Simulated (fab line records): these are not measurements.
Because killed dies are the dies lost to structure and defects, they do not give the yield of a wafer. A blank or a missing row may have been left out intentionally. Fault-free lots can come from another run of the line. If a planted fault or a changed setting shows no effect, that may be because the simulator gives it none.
The tool behind it: which one? || flow nand_harc || 72 wafers from 24 lots sampled at 2 of the route's 1302 steps

WHAT THE GAUGES SHOWED, per wafer
NHARC_A_ONON_D2_THK_MEAS_27: measures by ellipsometry. Usual: thk_nm at 1000 nm, with a standard deviation of 10.
{"lot": "L074", "measured": "day 13 03:23", "on": "film_metro-01", "thk_nm (nm)": "984 985 984", "flag": ""}
{"lot": "L075", "measured": "day 13 03:24", "on": "film_metro-02", "thk_nm (nm)": "1003 1000 1002", "flag": ""}
{"lot": "L076", "measured": "day 14 01:39", "on": "film_metro-01", "thk_nm (nm)": "1001 1001 1002", "flag": ""}
{"lot": "L078", "measured": "day 14 10:35", "on": "film_metro-01", "thk_nm (nm)": "995 995 997", "flag": ""}
{"lot": "L079", "measured": "day 14 10:43", "on": "film_metro-01", "thk_nm (nm)": "1004 1006 1004", "flag": ""}
{"lot": "L077", "measured": "day 14 10:56", "on": "film_metro-02", "thk_nm (nm)": "977 978 977", "flag": ""}
{"lot": "L080", "measured": "day 15 06:05", "on": "film_metro-02", "thk_nm (nm)": "992 992 992", "flag": ""}
{"lot": "L081", "measured": "day 15 18:56", "on": "film_metro-01", "thk_nm (nm)": "990 990 990", "flag": ""}
{"lot": "L083", "measured": "day 16 06:35", "on": "film_metro-02", "thk_nm (nm)": "1006 1005 1006", "flag": ""}
{"lot": "L082", "measured": "day 16 06:36", "on": "film_metro-02", "thk_nm (nm)": "998 999 997", "flag": ""}
{"lot": "L084", "measured": "day 17 01:32", "on": "film_metro-01", "thk_nm (nm)": "1009 1008 1010", "flag": ""}
{"lot": "L085", "measured": "day 17 21:53", "on": "film_metro-02", "thk_nm (nm)": "1020 1019 1021", "flag": ""}
{"lot": "L086", "measured": "day 18 06:11", "on": "film_metro-02", "thk_nm (nm)": "1007 1007 1007", "flag": ""}
{"lot": "L087", "measured": "day 18 10:59", "on": "film_metro-02", "thk_nm (nm)": "993 992 993", "flag": ""}
{"lot": "L089", "measured": "day 19 03:51", "on": "film_metro-01", "thk_nm (nm)": "1003 1003 1004", "flag": ""}
{"lot": "L088", "measured": "day 19 04:01", "on": "film_metro-02", "thk_nm (nm)": "999 998 1001", "flag": ""}
{"lot": "L091", "measured": "day 19 17:05", "on": "film_metro-01", "thk_nm (nm)": "992 993 992", "flag": ""}
{"lot": "L090", "measured": "day 19 17:06", "on": "film_metro-02", "thk_nm (nm)": "1007 1008 1005", "flag": ""}
{"lot": "L092", "measured": "day 20 06:37", "on": "film_metro-01", "thk_nm (nm)": "1012 1013 1013", "flag": ""}
{"lot": "L093", "measured": "day 20 12:38", "on": "film_metro-02", "thk_nm (nm)": "1001 1001 1002", "flag": ""}
{"lot": "L094", "measured": "day 21 08:27", "on": "film_metro-02", "thk_nm (nm)": "998 1000 998", "flag": ""}
{"lot": "L095", "measured": "day 21 22:19", "on": "film_metro-01", "thk_nm (nm)": "991 989 990", "flag": ""}
{"lot": "L096", "measured": "day 21 22:40", "on": "film_metro-01", "thk_nm (nm)": "1001 1003 1002", "flag": ""}
{"lot": "L097", "measured": "day 22 22:29", "on": "film_metro-02", "thk_nm (nm)": "1019 1019 1017", "flag": ""}

NHARC_A_ONON_D2_INSPECT_32. Usual: raw_defect_count at 372, with a standard deviation of 120.
{"lot": "L074", "measured": "day 13 04:29", "on": "defect_inspect-01", "raw_defect_count": "477 297 404", "flag": ""}
{"lot": "L075", "measured": "day 13 04:30", "on": "defect_inspect-02", "raw_defect_count": "445 298 415", "flag": ""}
{"lot": "L076", "measured": "day 14 02:45", "on": "defect_inspect-02", "raw_defect_count": "187 324 192", "flag": ""}
{"lot": "L078", "measured": "day 14 11:41", "on": "defect_inspect-02", "raw_defect_count": "228 388 228", "flag": ""}
{"lot": "L079", "measured": "day 14 11:57", "on": "defect_inspect-01", "raw_defect_count": "402 643 545", "flag": ""}
{"lot": "L077", "measured": "day 14 12:15", "on": "defect_inspect-02", "raw_defect_count": "400 314 461", "flag": ""}
{"lot": "L080", "measured": "day 15 07:11", "on": "defect_inspect-02", "raw_defect_count": "337 554 354", "flag": ""}
{"lot": "L081", "measured": "day 15 20:02", "on": "defect_inspect-02", "raw_defect_count": "205 242 291", "flag": ""}
{"lot": "L083", "measured": "day 16 07:41", "on": "defect_inspect-02", "raw_defect_count": "462 459 402", "flag": ""}
{"lot": "L082", "measured": "day 16 07:43", "on": "defect_inspect-01", "raw_defect_count": "375 403 426", "flag": ""}
{"lot": "L084", "measured": "day 17 02:39", "on": "defect_inspect-02", "raw_defect_count": "220 386 228", "flag": ""}
{"lot": "L085", "measured": "day 17 22:59", "on": "defect_inspect-01", "raw_defect_count": "236 456 316", "flag": ""}
{"lot": "L086", "measured": "day 18 07:18", "on": "defect_inspect-01", "raw_defect_count": "252 305 375", "flag": ""}
{"lot": "L087", "measured": "day 18 12:05", "on": "defect_inspect-01", "raw_defect_count": "443 427 452", "flag": ""}
{"lot": "L089", "measured": "day 19 04:58", "on": "defect_inspect-01", "raw_defect_count": "229 161 250", "flag": ""}
{"lot": "L088", "measured": "day 19 05:09", "on": "defect_inspect-02", "raw_defect_count": "726 762 493", "flag": ""}
{"lot": "L091", "measured": "day 19 18:11", "on": "defect_inspect-01", "raw_defect_count": "521 222 441", "flag": ""}
{"lot": "L090", "measured": "day 19 18:13", "on": "defect_inspect-01", "raw_defect_count": "331 285 314", "flag": ""}
{"lot": "L092", "measured": "day 20 07:44", "on": "defect_inspect-01", "raw_defect_count": "368 350 233", "flag": ""}
{"lot": "L093", "measured": "day 20 13:43", "on": "defect_inspect-02", "raw_defect_count": "734 289 588", "flag": ""}
{"lot": "L094", "measured": "day 21 09:33", "on": "defect_inspect-02", "raw_defect_count": "409 314 339", "flag": ""}
{"lot": "L095", "measured": "day 21 23:25", "on": "defect_inspect-02", "raw_defect_count": "260 489 251", "flag": ""}
{"lot": "L096", "measured": "day 21 23:54", "on": "defect_inspect-02", "raw_defect_count": "210 378 286", "flag": ""}
{"lot": "L097", "measured": "day 22 23:37", "on": "defect_inspect-01", "raw_defect_count": "475 447 425", "flag": ""}

TOOL THAT RAN EACH LOT (tool first, then ch and the chambers of the sampled wafers, then the start)
Before these readings, the record contains no process step.

AS READ BY THE TOOLS THEMSELVES (means over the sampled wafers that have a number; for cases with no such wafer, the mark the record gives instead)
The record holds no such reading with a usual standard deviation.

THE ANSWER, worked out from the rows above alone
Rule: a lot is off if the mean of its wafers that have a number lies more than 3 standard deviations from the usual mean. Also off: a lot with no number at a reading for which 4 or more lots have one. The other lots that the step has rows for count as sound. The gauges are gone through in route order, then the tools' own readings, and for those a lot's mean is taken as printed above. At the first step where some lot is off, the reading lying furthest off is the one used; lots without a number count as furthest.
None of the lots is off at any reading shown; this tells nothing.

WHAT WAS PUT IN BY THE SIMULATOR
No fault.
